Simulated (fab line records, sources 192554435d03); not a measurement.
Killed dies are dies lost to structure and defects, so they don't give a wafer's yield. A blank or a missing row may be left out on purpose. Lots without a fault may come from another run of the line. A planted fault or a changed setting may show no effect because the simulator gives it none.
Chamber matching | flow n5_finfet | N5_BEOL_M15_ETCH_61 on rie_diel-01: 4 sister chambers
The step etches BARC in N2/H2, target depth 89 nm, overetch 26.7 nm, time 67.9 s. 4 wafers are shown with their chamber, then 7 later ones without.

WAFERS WITH THEIR CHAMBER
wafer  | chamber | showerhead_plenum_p_Torr (Torr)
L086.1 | 3       | 2.68
L087.1 | 1       | 2.50
L091.4 | 2       | 2.63
L091.5 | 0       | 2.46

WAFERS WITHOUT THEIR CHAMBER
wafer  | showerhead_plenum_p_Torr (Torr)
L091.6 | 2.67
L095.1 | 2.63
L095.3 | 2.49
L095.6 | 2.49
L097.1 | 2.49
L097.2 | 2.62
L097.6 | 2.67

WHICH CHAMBER EACH WENT THROUGH
wafer  | from the rows above | in truth
L091.6 | 3                   | 3
L095.1 | 2                   | 2
L095.3 | 1                   | 1
L095.6 | 1                   | 1
L097.1 | 1                   | 1
L097.2 | 2                   | 2
L097.6 | 3                   | 3
Placed correctly: 7 of 7. Can't be placed from these rows: 0. Placed wrongly: 0.
How it was worked out, from the rows above alone: a wafer's distance from a chamber is the root of the sum, over the readings, of the square of ((its reading less the chamber's mean) divided by the reading's scatter). The wafer belongs to the nearest chamber; if the next one is less than 2 further off, it can't be placed. A chamber's mean is the mean of its shown wafers. The scatter: with one shown wafer a chamber, the root of the mean of the squares of how far each hidden wafer lies from its nearest shown one.
